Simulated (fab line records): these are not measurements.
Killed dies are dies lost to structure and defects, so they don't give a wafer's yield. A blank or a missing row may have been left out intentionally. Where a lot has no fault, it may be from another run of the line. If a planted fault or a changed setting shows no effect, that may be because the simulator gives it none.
Which of the tools did it? -- flow nand harc -- 12 lots with 36 wafers sampled at 6 steps, on a route of 1159 steps

== WHAT THE GAUGES READ, wafer by wafer ==
NHARC_P_M2_CD_MEAS_09 targets a cd of 170 nm. Usual: cd nm 169.6 nm, standard deviation 0.46.
lot,measured,on,cd nm (nm),flag
L315,day 6 06:23,cd sem-02,169.9 169.5 169.8,
L317,day 6 10:05,cd sem-03,169.5 169.8 170.6,
L316,day 6 19:35,cd sem-03,169.9 169.4 169.5,
L319,day 6 23:14,cd sem-02,170.2 169.9 169.9,
L320,day 7 06:25,cd sem-02,168.6 169.5 169.8,
L321,day 7 14:43,cd sem-02,169.6 169.0 168.3,
L322,day 8 02:07,cd sem-02,168.8 168.9 169.0,
L329,day 10 06:12,cd sem-03,169.2 169.4 177.3,OFF
L331,day 10 10:39,cd sem-01,177.9 176.8 176.4,OFF
L332,day 10 16:04,cd sem-01,169.5 169.7 169.1,
L335,day 11 02:11,cd sem-02,169.0 170.7 169.4,
L338,day 11 16:34,cd sem-03,170.4 169.9 170.1,

NHARC_END_SORT_01. Usual: defect limited yield 95.4 %, standard deviation 1.4; killed at array 27, standard deviation 9.3; killed at other 0.9, standard deviation 1.3; killed at periphery 3.6, standard deviation 2.7; killed dies 31, standard deviation 9.7; killed open 3.3, standard deviation 1.8; killed short 2.0, standard deviation 1.5; sort_bin_2_pct 1.4 %, standard deviation 0.63; sort_bin_3_pct 0.25 %, standard deviation 0.21; sort_bin_4_pct 2.9 %, standard deviation 0.93; sort n pass 646, standard deviation 9.7; sort rim yield pct 95 %, standard deviation 3.1; sort yield pct 95.4 %, standard deviation 1.4.
lot,measured,on,defect limited yield (%),killed at array,killed at other,killed at periphery,killed dies,killed open,killed short,sort_bin_2_pct (%),sort_bin_3_pct (%),sort_bin_4_pct (%),sort n pass,sort rim yield pct (%),sort yield pct (%),flag
L315,day 20 07:49,prober-02,95.6 95.0 95.1,25 28 28,0 1 0,5 5 5,30 34 33,7 2 2,2 3 2,1.0 1.3 1.8,0.30 0.30 0,3.1 3.4 3.1,647 643 644,92 95 98,95.6 95.0 95.1,
L317,day 19 22:28,prober-01,96.2 97.3 95.9,23 17 26,0 0 1,3 1 1,26 18 28,4 1 6,3 4 2,1.2 0.3 0.9,0 0.30 0.15,2.7 2.1 3.1,651 659 649,94 97 92,96.2 97.3 95.9,
L316,day 20 06:17,prober-01,93.9 94.2 94.5,34 27 28,1 2 0,6 10 9,41 39 37,1 1 1,2 0 1,2.4 1.5 1.2,0.30 0.74 0.59,3.4 3.5 3.7,636 638 640,90 92 92,93.9 94.2 94.5,
L319,day 19 14:44,prober-01,94.8 97.3 96.5,29 12 15,1 1 3,5 5 6,35 18 24,4 1 2,0 2 2,1.3 0.7 1.5,0 0 0.15,3.8 1.9 1.9,642 659 653,93 100 94,94.8 97.3 96.5,
L320,day 19 22:29,prober-02,97.2 97.5 96.9,15 13 17,2 2 0,2 2 4,19 17 21,4 6 3,0 2 4,0.9 0.9 1.2,0 0.15 0,1.9 1.5 1.9,658 660 656,97 96 98,97.2 97.5 96.9,
L321,day 20 17:07,prober-02,97.8 96.6 95.1,11 18 19,0 0 0,4 5 14,15 23 33,2 4 5,2 2 2,0.3 1.2 1.5,0.15 0 0,1.8 2.2 3.4,662 654 644,97 95 93,97.8 96.6 95.1,
L322,day 21 15:35,prober-02,95.0 93.9 97.0,27 39 17,0 0 1,7 2 2,34 41 20,6 3 3,2 5 1,1.6 1.8 1.2,0.15 0.15 0.15,3.2 4.1 1.6,643 636 657,92 92 97,95.0 93.9 97.0,
L329,day 23 04:49,prober-01,96.6 96.8 95.9,18 17 22,0 2 2,5 3 4,23 22 28,3 3 5,3 2 1,0.3 0.7 0.9,0.44 0.15 0.59,2.7 2.4 2.7,654 655 649,94 97 93,96.6 96.8 95.9,
L331,day 23 22:25,prober-01,96.6 95.9 97.0,23 25 20,0 1 0,0 2 0,23 28 20,3 0 1,1 3 1,1.0 1.2 1.2,0.30 0 0.15,2.1 3.0 1.6,654 649 657,96 92 96,96.6 95.9 97.0,
L332,day 23 12:58,prober-01,97.0 94.5 96.0,19 30 24,1 3 2,0 4 1,20 37 27,1 4 2,1 4 0,1.2 2.1 1.9,0 0.15 0,1.8 3.2 2.1,657 640 650,95 92 93,97.0 94.5 96.0,
L335,day 23 22:03,prober-02,92.8 91.6 93.6,46 54 43,0 0 0,3 3 0,49 57 43,3 7 0,1 1 2,2.2 2.4 2.8,0.89 0.44 0.15,4.1 5.6 3.4,628 620 634,85 90 91,92.8 91.6 93.6,
L338,day 24 11:26,prober-02,94.1 93.1 94.7,35 40 31,0 0 1,5 7 4,40 47 36,2 2 7,0 8 1,1.2 2.8 1.3,0.59 0.30 0.15,4.1 3.8 3.8,637 630 641,92 94 94,94.1 93.1 94.7,

== TOOL THAT RAN EACH LOT (tool first, then ch and the chambers of the sampled wafers, then the start) ==
lot,NHARC_P_M1_PRE_CLEAN_30,NHARC_P_M1_CMP_23,NHARC_P_M2_EXPOSE_06,NHARC_P_M2_ETCH_15
L315,"pvd sputter-03, day 6 04:15 or earlier","cmp-02 ch 0,2, day 6 04:15","arfi scanner-01 ch 0, day 6 06:15","rie diel-07 ch 0,3, day 20 07:49 or earlier"
L317,"pvd sputter-03, day 6 08:23 or earlier","cmp-04 ch 0,2,3, day 6 08:23","arfi scanner-01 ch 0, day 6 09:56","rie diel-05 ch 1,2, day 19 22:28 or earlier"
L316,"pvd sputter-03, day 6 17:45 or earlier","cmp-04 ch 0,1,2, day 6 17:45","arfi scanner-03 ch 0, day 6 19:27","rie diel-05 ch 0,1,3, day 20 06:17 or earlier"
L319,"pvd sputter-03, day 6 21:23 or earlier","cmp-01 ch 0,1,3, day 6 21:23","arfi scanner-02 ch 0, day 6 23:06","rie diel-05 ch 0,2,3, day 19 14:44 or earlier"
L320,"pvd sputter-02, day 7 04:32 or earlier","cmp-04 ch 1,2,3, day 7 04:32","arfi scanner-03 ch 0, day 7 06:17","rie diel-05 ch 0,1,3, day 19 22:29 or earlier"
L321,"pvd sputter-03, day 7 12:59 or earlier","cmp-01 ch 0,1,2, day 7 12:59","arfi scanner-03 ch 0, day 7 14:35","rie diel-05 ch 0,2,3, day 20 17:07 or earlier"
L322,"pvd sputter-02, day 8 00:23 or earlier","cmp-04 ch 1,3, day 8 00:23","arfi scanner-03 ch 0, day 8 01:59","rie diel-03 ch 0,2, day 21 15:35 or earlier"
L329,"pvd sputter-02, day 10 04:20 or earlier","cmp-04 ch 0,3, day 10 04:20","arfi scanner-01 ch 0, day 10 06:04","rie diel-05 ch 1,2,3, day 23 04:49 or earlier"
L331,"pvd sputter-02, day 10 08:55 or earlier","cmp-01 ch 0,1, day 10 08:55","arfi scanner-01 ch 0, day 10 10:31","rie diel-05 ch 2,3, day 23 22:25 or earlier"
L332,"pvd sputter-01, day 10 14:10 or earlier","cmp-01 ch 1,2,3, day 10 14:10","arfi scanner-02 ch 0, day 10 15:55","rie diel-05 ch 0,1,3, day 23 12:58 or earlier"
L335,"pvd sputter-03, day 10 23:35 or earlier","cmp-04 ch 0,1,3, day 10 23:35","arfi scanner-03 ch 0, day 11 02:03","rie diel-07 ch 0,1,2, day 23 22:03 or earlier"
L338,"pvd sputter-02, day 11 14:28 or earlier","cmp-02 ch 0,1, day 11 14:28","arfi scanner-03 ch 0, day 11 16:25","rie diel-05 ch 2,3, day 24 11:26 or earlier"
- NHARC_P_M1_PRE_CLEAN_30: time 30 s.
- NHARC_P_M1_CMP_23: polishes, t overpolish 20 s, target thk 157.82 nm.
- NHARC_P_M2_EXPOSE_06: exposes mask P M2, target cd 170 nm.
- NHARC_P_M2_ETCH_15: etches the open film in C4F8/Ar, target depth 182.5 nm, time 91.2 s.

== AS READ BY THE TOOLS THEMSELVES (means over the sampled wafers that have a number; for cases with no such wafer, the mark the record gives instead) ==
NHARC_P_M1_PRE_CLEAN_30. Usual: heater power w 384 W, standard deviation 35; susceptor temp C 279.99 C, standard deviation 0.19.
lot,tool,heater power w (W),susceptor temp C (C),flag
L315,pvd sputter-03,393,279.93,
L317,pvd sputter-03,383,279.90,
L316,pvd sputter-03,368,-,OFF
L319,pvd sputter-03,369,279.92,
L320,pvd sputter-02,372,280.17,
L321,pvd sputter-03,375,280.00,
L322,pvd sputter-02,413,280.25,
L329,pvd sputter-02,379,-,OFF
L331,pvd sputter-02,404,279.83,
L332,pvd sputter-01,359,-,OFF
L335,pvd sputter-03,357,-,OFF
L338,pvd sputter-02,386,280.05,

NHARC_P_M1_CMP_23. Usual: motor current A 12.2 A, standard deviation 1.5; time to endpoint s 28.6 s, standard deviation 2.2.
lot,tool,motor current A (A),time to endpoint s (s),flag
L315,cmp-02,14.2,28.6,
L317,cmp-04,10.9,29.2,
L316,cmp-04,11.3,29.1,
L319,cmp-01,12.8,28.4,
L320,cmp-04,12.1,25.6,
L321,cmp-01,12.2,27.7,
L322,cmp-04,13.2,29.1,
L329,cmp-04,11.6,29.3,
L331,cmp-01,12.8,29.5,
L332,cmp-01,12.8,29.3,
L335,cmp-04,12.2,31.4,
L338,cmp-02,14.8,26.7,

NHARC_P_M2_ETCH_15. Usual: oes product au 0.951 a.u., standard deviation 0.023; rf vpp V 441 V, standard deviation 3.2.
lot,tool,oes product au (a.u.),rf vpp V (V),flag
L315,rie diel-07,0.922,440,
L317,rie diel-05,0.967,442,
L316,rie diel-05,0.942,442,
L319,rie diel-05,0.933,440,
L320,rie diel-05,0.968,442,
L321,rie diel-05,0.974,441,
L322,rie diel-03,0.921,438,
L329,rie diel-05,0.922,442,
L331,rie diel-05,0.984,442,
L332,rie diel-05,0.966,441,
L335,rie diel-07,0.972,441,
L338,rie diel-05,0.929,443,

== THE ANSWER, worked out from the rows above alone ==
Rule: lot off if the mean of its wafers having a number is beyond 3 standard deviations from the usual mean. A lot without any number at a reading at which 4 lots or more have one is off too. Any other lot the step has rows for is counted as sound. After the gauges, taken in route order, come the tools' own readings; for these a lot's mean is taken, as printed above. The first step at which some lot is off is used, and at that step the reading that is off furthest; a lot without a number counts as furthest.
Off: L329, L331 (NHARC_P_M2_CD_MEAS_09, cd nm).
A tool fits if, at a process step before that reading, it ran every lot that is off, and no sound lot after the first of them. Those tools and the gauges at NHARC_P_M2_CD_MEAS_09 are tried in the same way. Because NHARC_P_M1_PRE_CLEAN_30 lacks a start for some lots, the hours and order of its lots are taken from NHARC_P_M1_CMP_23. One candidate fits, namely arfi scanner-01 at NHARC_P_M2_EXPOSE_06. Its last sound lot is L317 (day 6 09:56), its first lot that is off L329 (day 10 06:04): a fault that began between those two fits.

== WHAT THE SIMULATOR HAD INSERTED ==
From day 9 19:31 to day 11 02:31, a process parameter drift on arfi scanner-01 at NHARC_P_M2_EXPOSE_06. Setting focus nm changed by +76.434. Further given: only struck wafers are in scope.
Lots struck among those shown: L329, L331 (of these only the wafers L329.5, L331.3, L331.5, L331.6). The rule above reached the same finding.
